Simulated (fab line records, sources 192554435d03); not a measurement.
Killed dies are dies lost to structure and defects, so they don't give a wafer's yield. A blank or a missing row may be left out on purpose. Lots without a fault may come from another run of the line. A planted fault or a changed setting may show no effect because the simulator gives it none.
Which tool did it? | flow n5_finfet | 9 lots, 27 wafers sampled, at 5 steps of a route of 1938

WHAT THE GAUGES READ, wafer by wafer
N5_HKMG_FIN_INSPECT_61: inspects for defects (macro). Usual: raw_defect_count 2.1, standard deviation 1.4.
lot  | measured    | on                | raw_defect_count | flag
L796 | day 4 01:25 | defect_inspect-01 | 1 3 2            |
L797 | day 4 08:10 | defect_inspect-02 | 5 0 4            |
L802 | day 5 16:06 | defect_inspect-02 | 1 2 0            |
L803 | day 5 17:44 | defect_inspect-02 | 0 2 5            |
L810 | day 7 13:43 | defect_inspect-02 | 2 2 1            |
L811 | day 7 19:46 | defect_inspect-01 | 2 3 3            |
L816 | day 8 23:56 | defect_inspect-02 | 3 5 1            |
L817 | day 9 05:03 | defect_inspect-01 | 2 1 1            |
L818 | day 9 15:13 | defect_inspect-01 | 2 2 2            |

N5_BEOL_M4_RC_MEAS_101. Usual: DIBL_N 35.9 mV/V, standard deviation 1.9; DIBL_P 35.8 mV/V, standard deviation 2.4; IOFF_N 0.15 nA/um, standard deviation 0.031; IOFF_N_LIN 0.071 nA/um, standard deviation 0.012; IOFF_N_LONG 5.57e-05 nA/um, standard deviation 2.7e-06; IOFF_P 0.21 nA/um, standard deviation 0.037; ION_N 672 uA/um, standard deviation 13; ION_P 462 uA/um, standard deviation 8.3; SS_N 71.5 mV/dec, standard deviation 0.72; SS_P 73.2 mV/dec, standard deviation 0.67; VT_N 250 mV, standard deviation 3.4; VT_N_LONG 274.8 mV, standard deviation 1.9; VT_N_LVT 99 mV, standard deviation 3.3; VT_P -250 mV, standard deviation 3.4.
lot  | measured     | on        | DIBL_N (mV/V)  | DIBL_P (mV/V)  | IOFF_N (nA/um) | IOFF_N_LIN (nA/um) | IOFF_N_LONG (nA/um)        | IOFF_P (nA/um) | ION_N (uA/um) | ION_P (uA/um) | SS_N (mV/dec)  | SS_P (mV/dec)  | VT_N (mV)   | VT_N_LONG (mV)    | VT_N_LVT (mV) | VT_P (mV)      | flag
L796 | day 7 22:57  | prober-02 | 37.0 36.5 36.5 | 37.6 35.3 36.1 | 0.15 0.13 0.13 | 0.072 0.062 0.064  | 5.62e-05 5.6e-05 5.53e-05  | 0.22 0.18 0.19 | 676 657 660   | 466 450 457   | 71.2 71.2 71.4 | 73.8 73.2 72.7 | 250 253 252 | 275.0 275.1 273.9 | 98 101 101    | -250 -253 -251 |
L797 | day 8 08:36  | prober-01 | 36.6 34.4 35.2 | 36.7 35.1 36.2 | 0.16 0.12 0.14 | 0.076 0.056 0.070  | 5.63e-05 5.54e-05 5.56e-05 | 0.23 0.21 0.23 | 671 640 667   | 469 456 472   | 71.6 70.6 70.9 | 73.5 73.6 73.5 | 250 257 253 | 275.1 274.5 274.8 | 101 107 101   | -248 -249 -249 |
L802 | day 9 12:15  | prober-02 | 35.1 37.4 38.2 | 36.0 37.4 37.8 | 0.15 0.18 0.18 | 0.069 0.081 0.078  | 5.62e-05 5.67e-05 5.75e-05 | 0.20 0.23 0.24 | 675 683 668   | 460 466 467   | 71.0 71.9 73.1 | 73.3 74.1 73.8 | 249 248 248 | 277.9 274.7 276.0 | 101 98 98     | -250 -251 -249 |
L803 | day 9 11:01  | prober-02 | 35.9 33.1 36.3 | 36.7 32.7 36.9 | 0.16 0.11 0.17 | 0.075 0.055 0.080  | 5.57e-05 5.65e-05 5.7e-05  | 0.22 0.16 0.22 | 684 657 678   | 462 456 460   | 70.7 70.2 71.2 | 73.4 71.7 73.2 | 248 252 247 | 274.8 274.8 272.2 | 98 104 96     | -252 -254 -248 |
L810 | day 11 21:35 | prober-01 | 34.7 36.6 36.2 | 34.6 36.6 35.9 | 0.13 0.15 0.07 | 0.063 0.073 0.034  | 5.28e-05 5.4e-05 3.67e-05  | 0.18 0.20 0.19 | 674 669 468   | 464 457 465   | 70.5 71.8 71.5 | 73.1 72.7 72.9 | 248 251 273 | 275.9 274.5 293.5 | 101 99 121    | -256 -250 -252 | OFF
L811 | day 11 16:10 | prober-01 | 38.7 38.1 36.4 | 40.9 38.9 37.9 | 0.24 0.11 0.17 | 0.107 0.043 0.080  | 5.59e-05 3.73e-05 5.56e-05 | 0.30 0.25 0.22 | 691 458 684   | 472 463 469   | 72.6 72.7 71.6 | 73.3 72.8 74.0 | 244 266 251 | 273.4 295.0 274.1 | 92 116 97     | -245 -244 -247 | OFF
L816 | day 13 07:49 | prober-01 | 37.3 35.4 35.8 | 37.4 36.2 35.8 | 0.19 0.16 0.17 | 0.090 0.077 0.080  | 5.92e-05 5.91e-05 5.92e-05 | 0.26 0.23 0.23 | 682 676 688   | 470 472 471   | 71.5 70.8 70.9 | 73.0 73.6 72.9 | 244 247 247 | 271.0 272.5 274.1 | 94 95 96      | -246 -248 -248 |
L817 | day 13 22:16 | prober-02 | 36.2 37.0 35.5 | 39.0 39.4 37.0 | 0.16 0.16 0.14 | 0.075 0.075 0.066  | 5.3e-05 5.31e-05 5.43e-05  | 0.23 0.22 0.19 | 667 662 672   | 459 451 461   | 71.7 71.6 71.8 | 73.3 73.5 73.1 | 252 249 252 | 275.3 277.3 277.0 | 98 99 100     | -248 -250 -250 |
L818 | day 13 22:01 | prober-01 | 38.1 37.9 35.8 | 39.6 38.2 37.0 | 0.19 0.18 0.15 | 0.087 0.084 0.071  | 5.23e-05 5.57e-05 5.31e-05 | 0.26 0.23 0.20 | 677 696 674   | 462 474 464   | 72.5 72.1 71.2 | 74.5 74.2 74.0 | 246 249 251 | 277.0 275.8 274.9 | 95 96 100     | -246 -248 -251 |

WHICH TOOL RAN EACH LOT (tool, then ch and the chambers of the sampled wafers, then the start)
lot  | N5_HKMG_FIN_ETCH_58               | N5_HKMG_FIN_ETCH_35               | N5_HKMG_FIN_STRIP_90
L796 | rie_diel-04 ch 0,2,3, day 4 01:46 | rie_diel-06 ch 0,1,3, day 4 05:07 | rie_diel-05 ch 0,1,2, day 4 07:16
L797 | rie_diel-05 ch 0,1,3, day 4 08:30 | rie_diel-05 ch 0,1,3, day 4 11:55 | rie_diel-06 ch 2,3, day 4 14:07
L802 | rie_diel-04 ch 2,3, day 5 16:26   | rie_diel-05 ch 2,3, day 5 19:51   | rie_diel-05 ch 0,1,3, day 5 22:00
L803 | rie_diel-05 ch 1,2,3, day 5 18:05 | rie_diel-05 ch 1,2, day 5 21:26   | rie_diel-04 ch 1,2, day 5 23:37
L810 | rie_diel-04 ch 0,2,3, day 7 14:04 | rie_diel-05 ch 0,1, day 7 17:19   | rie_diel-05 ch 0,1,3, day 7 19:28
L811 | rie_diel-04 ch 1,2,3, day 7 20:06 | rie_diel-05 ch 0,2,3, day 7 23:28 | rie_diel-04 ch 1,3, day 8 01:47
L816 | rie_diel-04 ch 1,2, day 9 00:39   | rie_diel-04 ch 1,2, day 9 04:41   | rie_diel-05 ch 0,2,3, day 9 07:02
L817 | rie_diel-04 ch 1,2,3, day 9 05:38 | rie_diel-06 ch 0,1,2, day 9 09:07 | rie_diel-04 ch 1,2,3, day 9 11:28
L818 | rie_diel-04 ch 0,2, day 9 15:33   | rie_diel-06 ch 1,2,3, day 9 18:55 | rie_diel-04 ch 0,1,3, day 9 21:08
- N5_HKMG_FIN_ETCH_58: etches SOC in N2/H2, target depth 215.8 nm, time 741 s.
- N5_HKMG_FIN_ETCH_35: etches SOC in N2/H2, target depth 215.8 nm, time 243.4 s.
- N5_HKMG_FIN_STRIP_90: strips SOC in N2/H2, time 20 s.

WHAT THE TOOLS THEMSELVES READ (means of the sampled wafers that have a number; where no wafer has one, the mark that the record gives instead)
N5_HKMG_FIN_ETCH_58. Usual: drypump_motor_current_A 5.7 A, standard deviation 0.55; oes_product_au 0.78 a.u., standard deviation 0.066; rf_vpp_V 99.1 V, standard deviation 0.96; showerhead_plenum_p_Torr 2.54 Torr, standard deviation 0.085; throttle_valve_pct 17.93 %, standard deviation 0.19.
lot  | tool        | drypump_motor_current_A (A) | oes_product_au (a.u.) | rf_vpp_V (V) | showerhead_plenum_p_Torr (Torr) | throttle_valve_pct (%) | flag
L796 | rie_diel-04 | 5.3                         | 0.76                  | 99.5         | 2.59                            | 17.94                  |
L797 | rie_diel-05 | 5.8                         | 0.78                  | 99.3         | 2.50                            | 17.90                  |
L802 | rie_diel-04 | 4.9                         | 0.74                  | 98.5         | 2.51                            | 17.95                  |
L803 | rie_diel-05 | 6.0                         | 0.80                  | 99.1         | 2.50                            | 17.76                  |
L810 | rie_diel-04 | 5.3                         | 0.74                  | 98.8         | 2.58                            | 17.99                  |
L811 | rie_diel-04 | 5.2                         | 0.78                  | 99.3         | 2.55                            | 17.94                  |
L816 | rie_diel-04 | 5.5                         | 0.80                  | 99.7         | 2.59                            | 17.95                  |
L817 | rie_diel-04 | 5.2                         | 0.76                  | 99.6         | 2.55                            | 17.98                  |
L818 | rie_diel-04 | 5.3                         | 0.71                  | 99.8         | 2.64                            | 17.94                  |

N5_HKMG_FIN_ETCH_35. Usual: drypump_motor_current_A 5.8 A, standard deviation 0.47; oes_product_au 0.78 a.u., standard deviation 0.068; rf_vpp_V 141.5 V, standard deviation 0.95; showerhead_plenum_p_Torr 2.51 Torr, standard deviation 0.084; throttle_valve_pct 17.93 %, standard deviation 0.23.
lot  | tool        | drypump_motor_current_A (A) | oes_product_au (a.u.) | rf_vpp_V (V) | showerhead_plenum_p_Torr (Torr) | throttle_valve_pct (%) | flag
L796 | rie_diel-06 | 5.7                         | 0.72                  | 141.0        | 2.46                            | 18.02                  |
L797 | rie_diel-05 | 5.8                         | 0.78                  | 140.7        | 2.50                            | 17.95                  |
L802 | rie_diel-05 | 5.8                         | 0.81                  | 142.0        | 2.54                            | 17.68                  |
L803 | rie_diel-05 | 6.4                         | 0.81                  | 141.7        | 2.52                            | 17.85                  |
L810 | rie_diel-05 | 6.0                         | 0.69                  | 141.5        | 2.46                            | 18.13                  |
L811 | rie_diel-05 | 5.9                         | 0.73                  | 142.6        | 2.54                            | 17.91                  |
L816 | rie_diel-04 | 5.2                         | 0.75                  | 142.4        | 2.61                            | 17.95                  |
L817 | rie_diel-06 | 5.9                         | 0.77                  | 140.8        | 2.46                            | 17.86                  |
L818 | rie_diel-06 | 5.4                         | 0.85                  | 141.3        | 2.46                            | 17.73                  |

N5_HKMG_FIN_STRIP_90. Usual: drypump_motor_current_A 5.6 A, standard deviation 0.51; oes_product_au 0.78 a.u., standard deviation 0.083; rf_vpp_V 54.1 V, standard deviation 0.88; showerhead_plenum_p_Torr 3.33 Torr, standard deviation 0.12; temp_c 40.00 C, standard deviation 0.12; throttle_valve_pct 19.1 %, standard deviation 0.42.
lot  | tool        | drypump_motor_current_A (A) | oes_product_au (a.u.) | rf_vpp_V (V) | showerhead_plenum_p_Torr (Torr) | temp_c (C) | throttle_valve_pct (%) | flag
L796 | rie_diel-05 | 6.1                         | 0.79                  | 53.8         | 3.33                            | 40.01      | 19.1                   |
L797 | rie_diel-06 | 5.3                         | 0.69                  | 54.6         | 3.34                            | 40.13      | 19.2                   |
L802 | rie_diel-05 | 5.8                         | 0.76                  | 54.9         | 3.30                            | 40.00      | 19.0                   |
L803 | rie_diel-04 | 5.2                         | 0.78                  | 54.1         | 3.46                            | 40.00      | 19.0                   |
L810 | rie_diel-05 | 5.8                         | 0.75                  | 53.4         | 3.29                            | 40.08      | 19.1                   |
L811 | rie_diel-04 | 5.5                         | 0.83                  | 54.2         | 3.35                            | 40.04      | 19.4                   |
L816 | rie_diel-05 | 5.9                         | 0.76                  | 53.5         | 3.34                            | 39.90      | 19.0                   |
L817 | rie_diel-04 | 5.2                         | 0.75                  | 54.1         | 3.36                            | 40.04      | 19.2                   |
L818 | rie_diel-04 | 5.6                         | 0.78                  | 53.3         | 3.38                            | 39.94      | 19.5                   |

THE ANSWER, worked out from the rows above alone
Rule: a lot is off if the mean of its wafers that have a number lies more than 3 standard deviations from the usual mean. A lot without any number at a reading at which 4 lots or more have one is off too. The other lots that the step has rows for count as sound. The gauges are gone through in route order, then the tools' own readings, and for those a lot's mean is taken as printed above. The first step at which some lot is off is used, and at that step the reading that is off furthest; a lot without a number counts as furthest.
Off: L810, L811, at N5_BEOL_M4_RC_MEAS_101 (ION_N).
A tool fits if, at a process step before that reading, it ran every lot that is off, and no sound lot after the first of them. The gauges at N5_BEOL_M4_RC_MEAS_101 are tried like those tools. One fits: rie_diel-05 at N5_HKMG_FIN_ETCH_35. Its last sound lot is L803 (day 5 21:26), its first lot that is off L810 (day 7 17:19): a fault that began between those two fits.

WHAT THE SIMULATOR HAD PUT IN
Process parameter drift: rie_diel-05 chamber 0, from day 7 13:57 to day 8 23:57, at N5_HKMG_FIN_ETCH_35. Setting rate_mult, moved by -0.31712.
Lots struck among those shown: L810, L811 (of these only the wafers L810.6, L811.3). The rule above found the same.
